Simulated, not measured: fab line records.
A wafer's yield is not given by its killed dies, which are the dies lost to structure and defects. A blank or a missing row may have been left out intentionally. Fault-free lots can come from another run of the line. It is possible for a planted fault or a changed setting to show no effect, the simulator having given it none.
Which of the tools did it? || flow nand_harc || 72 wafers from 24 lots sampled at 6 of the route's 1302 steps

== WHAT THE GAUGES SHOWED, per wafer ==
The record holds no reading of a measuring or inspecting step that can be judged against a usual standard deviation.

== WHAT TOOL EACH LOT RAN ON (gives the tool, then ch and the chambers of the sampled wafers, and finally the start) ==
{"lot": "L074", "NHARC_A_CONTACT_ETCH_135": "har_cap_etch-03 ch 0,1, day 22 23:17", "NHARC_A_CONTACT_ETCH_137": "har_cap_etch-03 ch 0,1, day 22 23:50", "NHARC_A_CONTACT_STRIP_26": "rie_diel-01 ch 0,1,3, day 23 06:55 or earlier", "NHARC_A_BLC_ALD_23": "ald_metal-03 ch 0,1,2, day 23 06:55", "NHARC_A_M1_DEGAS_29": "pvd_sputter-01, day 23 14:55", "NHARC_A_BONDPAD_DEP_00": "pecvd-01 ch 0,2, day 23 17:12"}
{"lot": "L075", "NHARC_A_CONTACT_ETCH_135": "har_cap_etch-02 ch 0,1, day 23 00:50", "NHARC_A_CONTACT_ETCH_137": "har_cap_etch-02 ch 0,1, day 23 01:22", "NHARC_A_CONTACT_STRIP_26": "rie_diel-10 ch 0,1, day 23 07:35 or earlier", "NHARC_A_BLC_ALD_23": "ald_metal-04 ch 0,1,2, day 23 07:35", "NHARC_A_M1_DEGAS_29": "pvd_sputter-02, day 23 15:14", "NHARC_A_BONDPAD_DEP_00": "pecvd-03 ch 0,1,2, no start"}
{"lot": "L076", "NHARC_A_CONTACT_ETCH_135": "har_cap_etch-01 ch 0,1, day 23 09:23", "NHARC_A_CONTACT_ETCH_137": "har_cap_etch-01 ch 0,1, day 23 09:56", "NHARC_A_CONTACT_STRIP_26": "rie_diel-01 ch 2,3, day 23 16:46 or earlier", "NHARC_A_BLC_ALD_23": "ald_metal-04 ch 0,1,3, day 23 16:46", "NHARC_A_M1_DEGAS_29": "pvd_sputter-02, day 24 00:52", "NHARC_A_BONDPAD_DEP_00": "pecvd-04 ch 1,2, day 24 03:13"}
{"lot": "L077", "NHARC_A_CONTACT_ETCH_135": "har_cap_etch-03 ch 0,1, day 23 21:08", "NHARC_A_CONTACT_ETCH_137": "har_cap_etch-03 ch 0,1, day 23 21:40", "NHARC_A_CONTACT_STRIP_26": "rie_diel-10 ch 0,1,2, day 24 17:22 or earlier", "NHARC_A_BLC_ALD_23": "ald_metal-01 ch 0,2, day 24 17:22", "NHARC_A_M1_DEGAS_29": "pvd_sputter-02, day 25 00:46", "NHARC_A_BONDPAD_DEP_00": "pecvd-01 ch 0,1,2, day 25 02:59"}
{"lot": "L079", "NHARC_A_CONTACT_ETCH_135": "har_cap_etch-03 ch 0,1, day 24 05:20", "NHARC_A_CONTACT_ETCH_137": "har_cap_etch-03 ch 0,1, day 24 05:53", "NHARC_A_CONTACT_STRIP_26": "rie_diel-08 ch 0,1,2, day 24 12:56 or earlier", "NHARC_A_BLC_ALD_23": "ald_metal-03 ch 0,2,3, day 24 12:56", "NHARC_A_M1_DEGAS_29": "pvd_sputter-03, day 24 20:59", "NHARC_A_BONDPAD_DEP_00": "pecvd-04 ch 0,2, day 24 23:13"}
{"lot": "L078", "NHARC_A_CONTACT_ETCH_135": "har_cap_etch-02 ch 0,1, day 24 09:20", "NHARC_A_CONTACT_ETCH_137": "har_cap_etch-02 ch 0,1, day 24 09:53", "NHARC_A_CONTACT_STRIP_26": "rie_diel-08 ch 0,1, day 24 16:37 or earlier", "NHARC_A_BLC_ALD_23": "ald_metal-04 ch 2,3, day 24 16:37", "NHARC_A_M1_DEGAS_29": "pvd_sputter-01, day 25 00:04", "NHARC_A_BONDPAD_DEP_00": "pecvd-03 ch 0,2, day 25 02:25"}
{"lot": "L081", "NHARC_A_CONTACT_ETCH_135": "har_cap_etch-03 ch 0,1, day 25 11:38", "NHARC_A_CONTACT_ETCH_137": "har_cap_etch-03 ch 0,1, day 25 12:11", "NHARC_A_CONTACT_STRIP_26": "rie_diel-01 ch 0,1,2, day 25 18:31 or earlier", "NHARC_A_BLC_ALD_23": "ald_metal-01 ch 1,2,3, day 25 18:31", "NHARC_A_M1_DEGAS_29": "pvd_sputter-02, day 26 01:49", "NHARC_A_BONDPAD_DEP_00": "pecvd-03 ch 0,1, day 26 04:07"}
{"lot": "L080", "NHARC_A_CONTACT_ETCH_135": "har_cap_etch-02 ch 0,1, day 25 13:12", "NHARC_A_CONTACT_ETCH_137": "har_cap_etch-02 ch 0,1, day 25 13:44", "NHARC_A_CONTACT_STRIP_26": "rie_diel-01 ch 1,2, day 25 19:56 or earlier", "NHARC_A_BLC_ALD_23": "ald_metal-04 ch 0,1,2, day 25 19:56", "NHARC_A_M1_DEGAS_29": "pvd_sputter-02, day 26 03:45", "NHARC_A_BONDPAD_DEP_00": "pecvd-01 ch 0,1,2, day 26 06:07"}
{"lot": "L082", "NHARC_A_CONTACT_ETCH_135": "har_cap_etch-03 ch 0,1, day 25 17:19", "NHARC_A_CONTACT_ETCH_137": "har_cap_etch-03 ch 0,1, day 25 17:52", "NHARC_A_CONTACT_STRIP_26": "rie_diel-10 ch 0,3, day 26 00:05 or earlier", "NHARC_A_BLC_ALD_23": "ald_metal-01 ch 1,2, day 26 00:05", "NHARC_A_M1_DEGAS_29": "pvd_sputter-02, day 26 07:13", "NHARC_A_BONDPAD_DEP_00": "pecvd-01 ch 0,1,2, day 26 09:30"}
{"lot": "L083", "NHARC_A_CONTACT_ETCH_135": "har_cap_etch-02 ch 0,1, day 26 04:29", "NHARC_A_CONTACT_ETCH_137": "har_cap_etch-02 ch 0,1, day 26 05:02", "NHARC_A_CONTACT_STRIP_26": "rie_diel-01 ch 1,3, day 26 11:04 or earlier", "NHARC_A_BLC_ALD_23": "ald_metal-01 ch 1,2, day 26 11:04", "NHARC_A_M1_DEGAS_29": "pvd_sputter-01, day 26 18:26", "NHARC_A_BONDPAD_DEP_00": "pecvd-03 ch 1,2, no start"}
{"lot": "L086", "NHARC_A_CONTACT_ETCH_135": "har_cap_etch-01 ch 0,1, day 27 10:49", "NHARC_A_CONTACT_ETCH_137": "har_cap_etch-01 ch 0,1, day 27 11:22", "NHARC_A_CONTACT_STRIP_26": "rie_diel-01 ch 0,2,3, day 27 17:34 or earlier", "NHARC_A_BLC_ALD_23": "ald_metal-03 ch 0,1, day 27 17:34", "NHARC_A_M1_DEGAS_29": "pvd_sputter-02, day 28 01:10", "NHARC_A_BONDPAD_DEP_00": "pecvd-04 ch 0,2, day 28 03:29"}
{"lot": "L087", "NHARC_A_CONTACT_ETCH_135": "har_cap_etch-03 ch 0,1, day 27 17:22", "NHARC_A_CONTACT_ETCH_137": "har_cap_etch-03 ch 0,1, day 27 17:54", "NHARC_A_CONTACT_STRIP_26": "rie_diel-10 ch 1,2,3, day 28 00:16 or earlier", "NHARC_A_BLC_ALD_23": "ald_metal-01 ch 0,1,2, day 28 00:16", "NHARC_A_M1_DEGAS_29": "pvd_sputter-03, day 28 07:26", "NHARC_A_BONDPAD_DEP_00": "pecvd-03 ch 0,1,2, day 28 09:41"}
{"lot": "L085", "NHARC_A_CONTACT_ETCH_135": "har_cap_etch-03 ch 0,1, day 27 19:59", "NHARC_A_CONTACT_ETCH_137": "har_cap_etch-03 ch 0,1, day 27 20:32", "NHARC_A_CONTACT_STRIP_26": "rie_diel-08 ch 1,2, day 28 03:07 or earlier", "NHARC_A_BLC_ALD_23": "ald_metal-04 ch 0,1,3, day 28 03:07", "NHARC_A_M1_DEGAS_29": "pvd_sputter-03, day 28 10:20", "NHARC_A_BONDPAD_DEP_00": "pecvd-01 ch 1,2, day 28 12:35"}
{"lot": "L084", "NHARC_A_CONTACT_ETCH_135": "har_cap_etch-02 ch 0,1, day 28 05:23", "NHARC_A_CONTACT_ETCH_137": "har_cap_etch-02 ch 0,1, day 28 05:56", "NHARC_A_CONTACT_STRIP_26": "rie_diel-01 ch 0,1,2, day 28 12:14 or earlier", "NHARC_A_BLC_ALD_23": "ald_metal-03 ch 2,3, day 28 12:14", "NHARC_A_M1_DEGAS_29": "pvd_sputter-03, day 28 19:37", "NHARC_A_BONDPAD_DEP_00": "pecvd-03 ch 0,1,2, day 28 21:52"}
{"lot": "L091", "NHARC_A_CONTACT_ETCH_135": "har_cap_etch-01 ch 0,1, day 28 10:35", "NHARC_A_CONTACT_ETCH_137": "har_cap_etch-01 ch 0,1, day 28 11:08", "NHARC_A_CONTACT_STRIP_26": "rie_diel-01 ch 0,1,3, day 28 18:37 or earlier", "NHARC_A_BLC_ALD_23": "ald_metal-01 ch 0,1,3, day 28 18:37", "NHARC_A_M1_DEGAS_29": "pvd_sputter-03, day 29 01:55", "NHARC_A_BONDPAD_DEP_00": "pecvd-03 ch 0,2, no start"}
{"lot": "L089", "NHARC_A_CONTACT_ETCH_135": "har_cap_etch-02 ch 0,1, day 28 12:46", "NHARC_A_CONTACT_ETCH_137": "har_cap_etch-02 ch 0,1, day 28 13:19", "NHARC_A_CONTACT_STRIP_26": "rie_diel-01 ch 0,1,2, day 28 19:36 or earlier", "NHARC_A_BLC_ALD_23": "ald_metal-01 ch 0,2,3, day 28 19:36", "NHARC_A_M1_DEGAS_29": "pvd_sputter-03, day 29 02:52", "NHARC_A_BONDPAD_DEP_00": "pecvd-04 ch 1,2, day 29 05:08"}
{"lot": "L088", "NHARC_A_CONTACT_ETCH_135": "har_cap_etch-01 ch 0,1, day 28 15:59", "NHARC_A_CONTACT_ETCH_137": "har_cap_etch-01 ch 0,1, day 28 16:32", "NHARC_A_CONTACT_STRIP_26": "rie_diel-08 ch 0,2, day 28 22:55 or earlier", "NHARC_A_BLC_ALD_23": "ald_metal-04 ch 2,3, day 28 22:55", "NHARC_A_M1_DEGAS_29": "pvd_sputter-02, day 29 06:29", "NHARC_A_BONDPAD_DEP_00": "pecvd-03 ch 1,2, day 29 08:46"}
{"lot": "L090", "NHARC_A_CONTACT_ETCH_135": "har_cap_etch-02 ch 0,1, day 28 21:44", "NHARC_A_CONTACT_ETCH_137": "har_cap_etch-02 ch 0,1, day 28 22:16", "NHARC_A_CONTACT_STRIP_26": "rie_diel-10 ch 0,1, day 29 04:27 or earlier", "NHARC_A_BLC_ALD_23": "ald_metal-01 ch 0,1,3, day 29 04:27", "NHARC_A_M1_DEGAS_29": "pvd_sputter-01, day 29 11:53", "NHARC_A_BONDPAD_DEP_00": "pecvd-04 ch 0,1, no start"}
{"lot": "L093", "NHARC_A_CONTACT_ETCH_135": "har_cap_etch-01 ch 0,1, day 29 21:51", "NHARC_A_CONTACT_ETCH_137": "har_cap_etch-01 ch 0,1, day 29 22:23", "NHARC_A_CONTACT_STRIP_26": "rie_diel-01 ch 0,2,3, day 30 04:28 or earlier", "NHARC_A_BLC_ALD_23": "ald_metal-01 ch 0,1, day 30 04:28", "NHARC_A_M1_DEGAS_29": "pvd_sputter-01, day 30 11:31", "NHARC_A_BONDPAD_DEP_00": "pecvd-04 ch 0,1,2, day 30 13:56"}
{"lot": "L092", "NHARC_A_CONTACT_ETCH_135": "har_cap_etch-02 ch 0,1, day 30 00:03", "NHARC_A_CONTACT_ETCH_137": "har_cap_etch-02 ch 0,1, day 30 00:35", "NHARC_A_CONTACT_STRIP_26": "rie_diel-01 ch 1,2,3, day 30 06:53 or earlier", "NHARC_A_BLC_ALD_23": "ald_metal-04 ch 0,1,2, day 30 06:53", "NHARC_A_M1_DEGAS_29": "pvd_sputter-01, day 30 14:11", "NHARC_A_BONDPAD_DEP_00": "pecvd-03 ch 0,1,2, day 30 16:28"}
{"lot": "L094", "NHARC_A_CONTACT_ETCH_135": "har_cap_etch-03 ch 0,1, day 31 01:12", "NHARC_A_CONTACT_ETCH_137": "har_cap_etch-03 ch 0,1, day 31 01:44", "NHARC_A_CONTACT_STRIP_26": "rie_diel-08 ch 1,2,3, day 31 08:03 or earlier", "NHARC_A_BLC_ALD_23": "ald_metal-01 ch 0,3, day 31 08:03", "NHARC_A_M1_DEGAS_29": "pvd_sputter-01, day 31 15:19", "NHARC_A_BONDPAD_DEP_00": "pecvd-01 ch 0,1, day 31 17:42"}
{"lot": "L096", "NHARC_A_CONTACT_ETCH_135": "har_cap_etch-02 ch 0,1, day 31 21:59", "NHARC_A_CONTACT_ETCH_137": "har_cap_etch-02 ch 0,1, day 31 22:42", "NHARC_A_CONTACT_STRIP_26": "rie_diel-01 ch 1,2,3, day 32 05:59 or earlier", "NHARC_A_BLC_ALD_23": "ald_metal-01 ch 1,3, day 32 05:59", "NHARC_A_M1_DEGAS_29": "pvd_sputter-01, day 32 13:22", "NHARC_A_BONDPAD_DEP_00": "pecvd-01 ch 0,1,2, day 32 15:38"}
{"lot": "L097", "NHARC_A_CONTACT_ETCH_135": "har_cap_etch-03 ch 0,1, day 32 03:34", "NHARC_A_CONTACT_ETCH_137": "har_cap_etch-03 ch 0,1, day 32 04:07", "NHARC_A_CONTACT_STRIP_26": "rie_diel-01 ch 0,1,3, day 32 10:13 or earlier", "NHARC_A_BLC_ALD_23": "ald_metal-04 ch 1,2, day 32 10:13", "NHARC_A_M1_DEGAS_29": "pvd_sputter-02, day 32 17:35", "NHARC_A_BONDPAD_DEP_00": "pecvd-04 ch 0,1,2, no start"}
{"lot": "L095", "NHARC_A_CONTACT_ETCH_135": "har_cap_etch-01 ch 0,1, day 32 03:53", "NHARC_A_CONTACT_ETCH_137": "har_cap_etch-01 ch 0,1, day 32 04:25", "NHARC_A_CONTACT_STRIP_26": "rie_diel-08 ch 0,3, day 32 10:52 or earlier", "NHARC_A_BLC_ALD_23": "ald_metal-01 ch 0,1,2, day 32 10:52", "NHARC_A_M1_DEGAS_29": "pvd_sputter-02, day 32 18:10", "NHARC_A_BONDPAD_DEP_00": "pecvd-01 ch 0,1, day 32 20:56"}
- NHARC_A_CONTACT_ETCH_135: etches the open film in C4F8/O2/Ar, time 311 s, target depth 1912 nm.
- NHARC_A_CONTACT_ETCH_137: etches the open film in C4F8/O2/Ar, time 311 s, target depth 1912 nm.
- NHARC_A_CONTACT_STRIP_26: strips in O2.
- NHARC_A_BLC_ALD_23: deposits TiN, target thk 3 nm, pulse time 1 s, ald cycles 150.
- NHARC_A_M1_DEGAS_29: time 60 s.
- NHARC_A_BONDPAD_DEP_00: deposits SiCN, target thk 250 nm.

== WHAT THE TOOLS THEMSELVES READ (means of the sampled wafers that have a number; where no wafer has one, the mark that the record gives instead) ==
NHARC_A_CONTACT_STRIP_26. Usual: drypump_motor_current_A 5.8 A, standard deviation 0.42; oes_product_au 1.003 a.u., standard deviation 0.0095; rf_vpp_V 57.6 V, standard deviation 0.89; showerhead_plenum_p_Torr 3.47 Torr, standard deviation 0.11; throttle_valve_pct 17.035 %, standard deviation 0.0099.
{"lot": "L074", "tool": "rie_diel-01", "drypump_motor_current_A (A)": 5.8, "oes_product_au (a.u.)": 1.006, "rf_vpp_V (V)": 58.4, "showerhead_plenum_p_Torr (Torr)": 3.49, "throttle_valve_pct (%)": 17.035, "flag": ""}
{"lot": "L075", "tool": "rie_diel-10", "drypump_motor_current_A (A)": 5.4, "oes_product_au (a.u.)": 1.008, "rf_vpp_V (V)": 57.7, "showerhead_plenum_p_Torr (Torr)": 3.44, "throttle_valve_pct (%)": 17.045, "flag": ""}
{"lot": "L076", "tool": "rie_diel-01", "drypump_motor_current_A (A)": 5.6, "oes_product_au (a.u.)": 0.995, "rf_vpp_V (V)": 57.6, "showerhead_plenum_p_Torr (Torr)": 3.46, "throttle_valve_pct (%)": 17.031, "flag": ""}
{"lot": "L077", "tool": "rie_diel-10", "drypump_motor_current_A (A)": 5.5, "oes_product_au (a.u.)": 1.001, "rf_vpp_V (V)": 57.0, "showerhead_plenum_p_Torr (Torr)": 3.40, "throttle_valve_pct (%)": 17.035, "flag": ""}
{"lot": "L079", "tool": "rie_diel-08", "drypump_motor_current_A (A)": 6.4, "oes_product_au (a.u.)": 1.002, "rf_vpp_V (V)": 58.5, "showerhead_plenum_p_Torr (Torr)": 3.60, "throttle_valve_pct (%)": 17.030, "flag": ""}
{"lot": "L078", "tool": "rie_diel-08", "drypump_motor_current_A (A)": 6.1, "oes_product_au (a.u.)": 0.995, "rf_vpp_V (V)": 57.5, "showerhead_plenum_p_Torr (Torr)": 3.62, "throttle_valve_pct (%)": 17.031, "flag": ""}
{"lot": "L081", "tool": "rie_diel-01", "drypump_motor_current_A (A)": 5.9, "oes_product_au (a.u.)": 1.006, "rf_vpp_V (V)": 57.0, "showerhead_plenum_p_Torr (Torr)": 3.44, "throttle_valve_pct (%)": 17.043, "flag": ""}
{"lot": "L080", "tool": "rie_diel-01", "drypump_motor_current_A (A)": 6.2, "oes_product_au (a.u.)": 1.011, "rf_vpp_V (V)": 57.0, "showerhead_plenum_p_Torr (Torr)": 3.48, "throttle_valve_pct (%)": 17.032, "flag": ""}
{"lot": "L082", "tool": "rie_diel-10", "drypump_motor_current_A (A)": 5.5, "oes_product_au (a.u.)": 1.004, "rf_vpp_V (V)": 57.0, "showerhead_plenum_p_Torr (Torr)": 3.35, "throttle_valve_pct (%)": 17.034, "flag": ""}
{"lot": "L083", "tool": "rie_diel-01", "drypump_motor_current_A (A)": 6.0, "oes_product_au (a.u.)": 1.017, "rf_vpp_V (V)": 57.8, "showerhead_plenum_p_Torr (Torr)": 3.52, "throttle_valve_pct (%)": 17.038, "flag": ""}
{"lot": "L086", "tool": "rie_diel-01", "drypump_motor_current_A (A)": 5.6, "oes_product_au (a.u.)": 1.007, "rf_vpp_V (V)": 58.0, "showerhead_plenum_p_Torr (Torr)": 3.42, "throttle_valve_pct (%)": 17.034, "flag": ""}
{"lot": "L087", "tool": "rie_diel-10", "drypump_motor_current_A (A)": 5.5, "oes_product_au (a.u.)": 1.001, "rf_vpp_V (V)": 58.6, "showerhead_plenum_p_Torr (Torr)": 3.55, "throttle_valve_pct (%)": 17.047, "flag": ""}
{"lot": "L085", "tool": "rie_diel-08", "drypump_motor_current_A (A)": 6.5, "oes_product_au (a.u.)": 1.008, "rf_vpp_V (V)": 57.6, "showerhead_plenum_p_Torr (Torr)": 3.56, "throttle_valve_pct (%)": 17.037, "flag": ""}
{"lot": "L084", "tool": "rie_diel-01", "drypump_motor_current_A (A)": 5.9, "oes_product_au (a.u.)": 1.011, "rf_vpp_V (V)": 58.0, "showerhead_plenum_p_Torr (Torr)": 3.44, "throttle_valve_pct (%)": 17.038, "flag": ""}
{"lot": "L091", "tool": "rie_diel-01", "drypump_motor_current_A (A)": 5.8, "oes_product_au (a.u.)": 1.004, "rf_vpp_V (V)": 57.2, "showerhead_plenum_p_Torr (Torr)": 3.48, "throttle_valve_pct (%)": 17.043, "flag": ""}
{"lot": "L089", "tool": "rie_diel-01", "drypump_motor_current_A (A)": 5.9, "oes_product_au (a.u.)": 1.004, "rf_vpp_V (V)": 57.8, "showerhead_plenum_p_Torr (Torr)": 3.44, "throttle_valve_pct (%)": 17.034, "flag": ""}
{"lot": "L088", "tool": "rie_diel-08", "drypump_motor_current_A (A)": 6.3, "oes_product_au (a.u.)": 0.996, "rf_vpp_V (V)": 58.2, "showerhead_plenum_p_Torr (Torr)": 3.64, "throttle_valve_pct (%)": 17.035, "flag": ""}
{"lot": "L090", "tool": "rie_diel-10", "drypump_motor_current_A (A)": 5.4, "oes_product_au (a.u.)": 0.982, "rf_vpp_V (V)": 57.3, "showerhead_plenum_p_Torr (Torr)": 3.46, "throttle_valve_pct (%)": 17.035, "flag": ""}
{"lot": "L093", "tool": "rie_diel-01", "drypump_motor_current_A (A)": 5.6, "oes_product_au (a.u.)": 1.003, "rf_vpp_V (V)": 57.3, "showerhead_plenum_p_Torr (Torr)": 3.42, "throttle_valve_pct (%)": 17.024, "flag": ""}
{"lot": "L092", "tool": "rie_diel-01", "drypump_motor_current_A (A)": 5.9, "oes_product_au (a.u.)": 1.013, "rf_vpp_V (V)": 57.3, "showerhead_plenum_p_Torr (Torr)": 3.46, "throttle_valve_pct (%)": 17.031, "flag": ""}
{"lot": "L094", "tool": "rie_diel-08", "drypump_motor_current_A (A)": 6.3, "oes_product_au (a.u.)": 0.997, "rf_vpp_V (V)": 58.0, "showerhead_plenum_p_Torr (Torr)": 3.46, "throttle_valve_pct (%)": 17.037, "flag": ""}
{"lot": "L096", "tool": "rie_diel-01", "drypump_motor_current_A (A)": 5.9, "oes_product_au (a.u.)": 1.004, "rf_vpp_V (V)": 56.4, "showerhead_plenum_p_Torr (Torr)": 3.45, "throttle_valve_pct (%)": 17.034, "flag": ""}
{"lot": "L097", "tool": "rie_diel-01", "drypump_motor_current_A (A)": 5.8, "oes_product_au (a.u.)": 1.000, "rf_vpp_V (V)": 58.5, "showerhead_plenum_p_Torr (Torr)": 3.47, "throttle_valve_pct (%)": 17.041, "flag": ""}
{"lot": "L095", "tool": "rie_diel-08", "drypump_motor_current_A (A)": 5.8, "oes_product_au (a.u.)": 1.000, "rf_vpp_V (V)": 57.6, "showerhead_plenum_p_Torr (Torr)": 3.46, "throttle_valve_pct (%)": 17.037, "flag": ""}

NHARC_A_BLC_ALD_23. Usual: heater_power_w 1097 W, standard deviation 120; precursor_pulse_height_rel 1.000, standard deviation 0.018.
{"lot": "L074", "tool": "ald_metal-03", "heater_power_w (W)": 1051, "precursor_pulse_height_rel": 1.009, "flag": ""}
{"lot": "L075", "tool": "ald_metal-04", "heater_power_w (W)": 1056, "precursor_pulse_height_rel": 0.981, "flag": ""}
{"lot": "L076", "tool": "ald_metal-04", "heater_power_w (W)": 975, "precursor_pulse_height_rel": 1.009, "flag": ""}
{"lot": "L077", "tool": "ald_metal-01", "heater_power_w (W)": 1266, "precursor_pulse_height_rel": 0.999, "flag": ""}
{"lot": "L079", "tool": "ald_metal-03", "heater_power_w (W)": 1000, "precursor_pulse_height_rel": 0.980, "flag": ""}
{"lot": "L078", "tool": "ald_metal-04", "heater_power_w (W)": 1109, "precursor_pulse_height_rel": 1.001, "flag": ""}
{"lot": "L081", "tool": "ald_metal-01", "heater_power_w (W)": 1075, "precursor_pulse_height_rel": 1.026, "flag": ""}
{"lot": "L080", "tool": "ald_metal-04", "heater_power_w (W)": 1054, "precursor_pulse_height_rel": 0.987, "flag": ""}
{"lot": "L082", "tool": "ald_metal-01", "heater_power_w (W)": 1116, "precursor_pulse_height_rel": 0.999, "flag": ""}
{"lot": "L083", "tool": "ald_metal-01", "heater_power_w (W)": 1138, "precursor_pulse_height_rel": 1.012, "flag": ""}
{"lot": "L086", "tool": "ald_metal-03", "heater_power_w (W)": 1128, "precursor_pulse_height_rel": 0.995, "flag": ""}
{"lot": "L087", "tool": "ald_metal-01", "heater_power_w (W)": 1198, "precursor_pulse_height_rel": 0.990, "flag": ""}
{"lot": "L085", "tool": "ald_metal-04", "heater_power_w (W)": 987, "precursor_pulse_height_rel": 0.993, "flag": ""}
{"lot": "L084", "tool": "ald_metal-03", "heater_power_w (W)": 981, "precursor_pulse_height_rel": 0.999, "flag": ""}
{"lot": "L091", "tool": "ald_metal-01", "heater_power_w (W)": 1127, "precursor_pulse_height_rel": 0.993, "flag": ""}
{"lot": "L089", "tool": "ald_metal-01", "heater_power_w (W)": 1196, "precursor_pulse_height_rel": 1.002, "flag": ""}
{"lot": "L088", "tool": "ald_metal-04", "heater_power_w (W)": 1112, "precursor_pulse_height_rel": 0.989, "flag": ""}
{"lot": "L090", "tool": "ald_metal-01", "heater_power_w (W)": 1149, "precursor_pulse_height_rel": 0.999, "flag": ""}
{"lot": "L093", "tool": "ald_metal-01", "heater_power_w (W)": 1250, "precursor_pulse_height_rel": 0.998, "flag": ""}
{"lot": "L092", "tool": "ald_metal-04", "heater_power_w (W)": 1010, "precursor_pulse_height_rel": 0.982, "flag": ""}
{"lot": "L094", "tool": "ald_metal-01", "heater_power_w (W)": 1097, "precursor_pulse_height_rel": 0.999, "flag": ""}
{"lot": "L096", "tool": "ald_metal-01", "heater_power_w (W)": 1057, "precursor_pulse_height_rel": 1.006, "flag": ""}
{"lot": "L097", "tool": "ald_metal-04", "heater_power_w (W)": 1116, "precursor_pulse_height_rel": 0.991, "flag": ""}
{"lot": "L095", "tool": "ald_metal-01", "heater_power_w (W)": 1169, "precursor_pulse_height_rel": 0.992, "flag": ""}

NHARC_A_M1_DEGAS_29. Usual: 329 W for heater_power_w, sd 27.
{"lot": "L074", "tool": "pvd_sputter-01", "heater_power_w (W)": 329, "flag": ""}
{"lot": "L075", "tool": "pvd_sputter-02", "heater_power_w (W)": 307, "flag": ""}
{"lot": "L076", "tool": "pvd_sputter-02", "heater_power_w (W)": 322, "flag": ""}
{"lot": "L077", "tool": "pvd_sputter-02", "heater_power_w (W)": 319, "flag": ""}
{"lot": "L079", "tool": "pvd_sputter-03", "heater_power_w (W)": 330, "flag": ""}
{"lot": "L078", "tool": "pvd_sputter-01", "heater_power_w (W)": 326, "flag": ""}
{"lot": "L081", "tool": "pvd_sputter-02", "heater_power_w (W)": 326, "flag": ""}
{"lot": "L080", "tool": "pvd_sputter-02", "heater_power_w (W)": 317, "flag": ""}
{"lot": "L082", "tool": "pvd_sputter-02", "heater_power_w (W)": 324, "flag": ""}
{"lot": "L083", "tool": "pvd_sputter-01", "heater_power_w (W)": 330, "flag": ""}
{"lot": "L086", "tool": "pvd_sputter-02", "heater_power_w (W)": 340, "flag": ""}
{"lot": "L087", "tool": "pvd_sputter-03", "heater_power_w (W)": 340, "flag": ""}
{"lot": "L085", "tool": "pvd_sputter-03", "heater_power_w (W)": 332, "flag": ""}
{"lot": "L084", "tool": "pvd_sputter-03", "heater_power_w (W)": 360, "flag": ""}
{"lot": "L091", "tool": "pvd_sputter-03", "heater_power_w (W)": 334, "flag": ""}
{"lot": "L089", "tool": "pvd_sputter-03", "heater_power_w (W)": 366, "flag": ""}
{"lot": "L088", "tool": "pvd_sputter-02", "heater_power_w (W)": 323, "flag": ""}
{"lot": "L090", "tool": "pvd_sputter-01", "heater_power_w (W)": 315, "flag": ""}
{"lot": "L093", "tool": "pvd_sputter-01", "heater_power_w (W)": 327, "flag": ""}
{"lot": "L092", "tool": "pvd_sputter-01", "heater_power_w (W)": 313, "flag": ""}
{"lot": "L094", "tool": "pvd_sputter-01", "heater_power_w (W)": 328, "flag": ""}
{"lot": "L096", "tool": "pvd_sputter-01", "heater_power_w (W)": 316, "flag": ""}
{"lot": "L097", "tool": "pvd_sputter-02", "heater_power_w (W)": 328, "flag": ""}
{"lot": "L095", "tool": "pvd_sputter-02", "heater_power_w (W)": 319, "flag": ""}

NHARC_A_BONDPAD_DEP_00. Usual: 538 W for heater_power_w, sd 51.
{"lot": "L074", "tool": "pecvd-01", "heater_power_w (W)": 570, "flag": ""}
{"lot": "L075", "tool": "pecvd-03", "heater_power_w (W)": 558, "flag": ""}
{"lot": "L076", "tool": "pecvd-04", "heater_power_w (W)": 557, "flag": ""}
{"lot": "L077", "tool": "pecvd-01", "heater_power_w (W)": 546, "flag": ""}
{"lot": "L079", "tool": "pecvd-04", "heater_power_w (W)": 574, "flag": ""}
{"lot": "L078", "tool": "pecvd-03", "heater_power_w (W)": 533, "flag": ""}
{"lot": "L081", "tool": "pecvd-03", "heater_power_w (W)": 533, "flag": ""}
{"lot": "L080", "tool": "pecvd-01", "heater_power_w (W)": 536, "flag": ""}
{"lot": "L082", "tool": "pecvd-01", "heater_power_w (W)": 542, "flag": ""}
{"lot": "L083", "tool": "pecvd-03", "heater_power_w (W)": 556, "flag": ""}
{"lot": "L086", "tool": "pecvd-04", "heater_power_w (W)": 564, "flag": ""}
{"lot": "L087", "tool": "pecvd-03", "heater_power_w (W)": 543, "flag": ""}
{"lot": "L085", "tool": "pecvd-01", "heater_power_w (W)": 472, "flag": ""}
{"lot": "L084", "tool": "pecvd-03", "heater_power_w (W)": 523, "flag": ""}
{"lot": "L091", "tool": "pecvd-03", "heater_power_w (W)": 546, "flag": ""}
{"lot": "L089", "tool": "pecvd-04", "heater_power_w (W)": 549, "flag": ""}
{"lot": "L088", "tool": "pecvd-03", "heater_power_w (W)": 529, "flag": ""}
{"lot": "L090", "tool": "pecvd-04", "heater_power_w (W)": 547, "flag": ""}
{"lot": "L093", "tool": "pecvd-04", "heater_power_w (W)": 506, "flag": ""}
{"lot": "L092", "tool": "pecvd-03", "heater_power_w (W)": 506, "flag": ""}
{"lot": "L094", "tool": "pecvd-01", "heater_power_w (W)": 563, "flag": ""}
{"lot": "L096", "tool": "pecvd-01", "heater_power_w (W)": 554, "flag": ""}
{"lot": "L097", "tool": "pecvd-04", "heater_power_w (W)": 552, "flag": ""}
{"lot": "L095", "tool": "pecvd-01", "heater_power_w (W)": 559, "flag": ""}

== THE ANSWER, worked out from the rows above alone ==
Rule: a lot counts as off when the mean over its wafers that have a number is more than 3 standard deviations away from the usual mean. A lot without any number at a reading at which 4 lots or more have one is off too. All remaining lots with rows at the step are treated as sound. Order of review: gauges by route order, followed by the tools' own readings, for which a lot's mean as printed above is used. The first step at which some lot is off is used, and at that step the reading that is off furthest; a lot without a number counts as furthest.
No lot is off at any reading shown: from this, nothing can be told.

== WHAT THE SIMULATOR HAD PUT IN ==
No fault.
